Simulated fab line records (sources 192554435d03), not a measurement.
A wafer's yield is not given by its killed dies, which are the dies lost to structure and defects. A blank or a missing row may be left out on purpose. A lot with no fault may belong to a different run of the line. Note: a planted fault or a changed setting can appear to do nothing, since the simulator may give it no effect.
Split-lot experiment :: flow n5Finfet :: 21 wafers read from 7 lots, route of 1938 steps

== ABOUT THE SPLIT ==
At N5_BEOL_M4_COAT_05 (resist thk 30 nm), the setting spinRpm was moved away from the recipe's 1500 rpm on 7 of the 21 wafers read, by -10.1% to +10.4%. This setting was run at the recipe's value on the other wafers.

== FROM THE SPLIT TO THE READING: what the file shows between them, 5 steps ==
- N5_BEOL_M4_EBR_07
- N5_BEOL_M4_SOFTBAKE_06: time 60 s
- N5_BEOL_M4_EXPOSE_08: exposes mask M4
- N5_BEOL_M4_PEB_09: peb time 60 s
- N5_BEOL_M4_DEVELOP_10: develop time 30 s

== THE READING ==
CAR-EUV_of_BEOL_M4_COAT_05.thkNm (the simulator's own value, which no gauge read), in nm, at N5_BEOL_M4_DESCUM_16 (chemistry O2, time 7 s). There is no usual value for it anywhere in the file. The 14 wafers here that ran the recipe average 26.1 nm, standard deviation 0.13 nm.

wafer: L077.1
tool, chamber at the split: lithoTrack-05, 0
spinRpm as run, rpm: 1360
against the recipe: -9.3%
CAR-EUV_of_BEOL_M4_COAT_05.thkNm, nm: 27.6
against lot-mates on the recipe: +1.8

wafer: L077.5
tool, chamber at the split: lithoTrack-05, 0
spinRpm as run, rpm: 1360
against the recipe: -9.3%
CAR-EUV_of_BEOL_M4_COAT_05.thkNm, nm: 27.6
against lot-mates on the recipe: +1.8

wafer: L077.6
tool, chamber at the split: lithoTrack-05, 0
spinRpm as run, rpm: 1500
against the recipe: recipe
CAR-EUV_of_BEOL_M4_COAT_05.thkNm, nm: 25.8
against lot-mates on the recipe: -

wafer: L078.3
tool, chamber at the split: lithoTrack-05, 0
spinRpm as run, rpm: 1656
against the recipe: +10.4%
CAR-EUV_of_BEOL_M4_COAT_05.thkNm, nm: 24.6
against lot-mates on the recipe: -1.6

wafer: L078.5
tool, chamber at the split: lithoTrack-05, 0
spinRpm as run, rpm: 1656
against the recipe: +10.4%
CAR-EUV_of_BEOL_M4_COAT_05.thkNm, nm: 24.6
against lot-mates on the recipe: -1.6

wafer: L078.4
tool, chamber at the split: lithoTrack-05, 0
spinRpm as run, rpm: 1500
against the recipe: recipe
CAR-EUV_of_BEOL_M4_COAT_05.thkNm, nm: 26.2
against lot-mates on the recipe: -

wafer: L076.2
tool, chamber at the split: lithoTrack-01, 0
spinRpm as run, rpm: 1500
against the recipe: recipe
CAR-EUV_of_BEOL_M4_COAT_05.thkNm, nm: 26.2
against lot-mates on the recipe: -

wafer: L076.6
tool, chamber at the split: lithoTrack-01, 0
spinRpm as run, rpm: 1500
against the recipe: recipe
CAR-EUV_of_BEOL_M4_COAT_05.thkNm, nm: 26.2
against lot-mates on the recipe: -

wafer: L076.5
tool, chamber at the split: lithoTrack-01, 0
spinRpm as run, rpm: 1500
against the recipe: recipe
CAR-EUV_of_BEOL_M4_COAT_05.thkNm, nm: 26
against lot-mates on the recipe: -

wafer: L086.3
tool, chamber at the split: lithoTrack-01, 0
spinRpm as run, rpm: 1500
against the recipe: recipe
CAR-EUV_of_BEOL_M4_COAT_05.thkNm, nm: 26.2
against lot-mates on the recipe: -

wafer: L086.4
tool, chamber at the split: lithoTrack-01, 0
spinRpm as run, rpm: 1428
against the recipe: -4.8%
CAR-EUV_of_BEOL_M4_COAT_05.thkNm, nm: 26.8
against lot-mates on the recipe: +0.6

wafer: L086.6
tool, chamber at the split: lithoTrack-01, 0
spinRpm as run, rpm: 1428
against the recipe: -4.8%
CAR-EUV_of_BEOL_M4_COAT_05.thkNm, nm: 27
against lot-mates on the recipe: +0.8

wafer: L087.3
tool, chamber at the split: lithoTrack-05, 0
spinRpm as run, rpm: 1500
against the recipe: recipe
CAR-EUV_of_BEOL_M4_COAT_05.thkNm, nm: 26.2
against lot-mates on the recipe: -

wafer: L087.6
tool, chamber at the split: lithoTrack-05, 0
spinRpm as run, rpm: 1500
against the recipe: recipe
CAR-EUV_of_BEOL_M4_COAT_05.thkNm, nm: 26.2
against lot-mates on the recipe: -

wafer: L087.5
tool, chamber at the split: lithoTrack-05, 0
spinRpm as run, rpm: 1500
against the recipe: recipe
CAR-EUV_of_BEOL_M4_COAT_05.thkNm, nm: 26
against lot-mates on the recipe: -

wafer: L089.2
tool, chamber at the split: lithoTrack-01, 0
spinRpm as run, rpm: 1500
against the recipe: recipe
CAR-EUV_of_BEOL_M4_COAT_05.thkNm, nm: 26
against lot-mates on the recipe: -

wafer: L089.4
tool, chamber at the split: lithoTrack-01, 0
spinRpm as run, rpm: 1500
against the recipe: recipe
CAR-EUV_of_BEOL_M4_COAT_05.thkNm, nm: 26
against lot-mates on the recipe: -

wafer: L089.6
tool, chamber at the split: lithoTrack-01, 0
spinRpm as run, rpm: 1500
against the recipe: recipe
CAR-EUV_of_BEOL_M4_COAT_05.thkNm, nm: 26
against lot-mates on the recipe: -

wafer: L096.2
tool, chamber at the split: lithoTrack-01, 0
spinRpm as run, rpm: 1500
against the recipe: recipe
CAR-EUV_of_BEOL_M4_COAT_05.thkNm, nm: 26.2
against lot-mates on the recipe: -

wafer: L096.5
tool, chamber at the split: lithoTrack-01, 0
spinRpm as run, rpm: 1500
against the recipe: recipe
CAR-EUV_of_BEOL_M4_COAT_05.thkNm, nm: 26.2
against lot-mates on the recipe: -

wafer: L096.6
tool, chamber at the split: lithoTrack-01, 0
spinRpm as run, rpm: 1348
against the recipe: -10.1%
CAR-EUV_of_BEOL_M4_COAT_05.thkNm, nm: 27.8
against lot-mates on the recipe: +1.6

THE FIT
A straight line over all 21 wafers: CAR-EUV_of_BEOL_M4_COAT_05.thkNm changes by -0.155 nm for each +1% of spinRpm; r = -0.99; the points scatter about the line by 0.12 nm.
The same after taking each lot's own level away (the mean of its wafers on the recipe; 21 wafers): -0.166 nm for each +1%; r = -0.99; scatter 0.11 nm.
On that fit, the largest move of spinRpm shifts the reading by 1.7 nm.
The span of the lots' own levels, 25.80 to 26.20 nm, comes to 3.2 times the standard deviation stated above.
The two slopes are in agreement: the lot-to-lot level therefore moves the slope only a little.
Check: -1.74 nm against its lot-mates is what the line predicts for one of the wafers moved furthest among these (+10.4%) when that wafer is left out of the fit. Against them it came out at -1.6 nm.

== THE WHOLE CHAIN: every reading that the file lists as answering this split, in the file's order ==
step: N5_BEOL_M4_COAT_05
what it does: resist thk 30 nm
reading: CAR-EUV_of_BEOL_M4_COAT_05.thkNm (the simulator's own value, which no gauge read)
change (the file's fit): -0.153 nm for each +1% of the setting
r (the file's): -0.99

step: N5_BEOL_M4_DEVELOP_10
what it does: develop time 30 s
reading: CAR-EUV_of_BEOL_M4_COAT_05.thkNm (the simulator's own value, which no gauge read)
change (the file's fit): -0.164 nm for each +1% of the setting
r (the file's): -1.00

step: N5_BEOL_M4_DESCUM_16
what it does: chemistry O2, time 7 s
reading: CAR-EUV_of_BEOL_M4_COAT_05.thkNm (the simulator's own value, which no gauge read)
change (the file's fit): -0.165 nm for each +1% of the setting
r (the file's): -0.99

== THE FILE'S OWN FIT ==
CAR-EUV_of_BEOL_M4_COAT_05.thkNm changes by -0.165 nm for each +1% of spinRpm, r = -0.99.
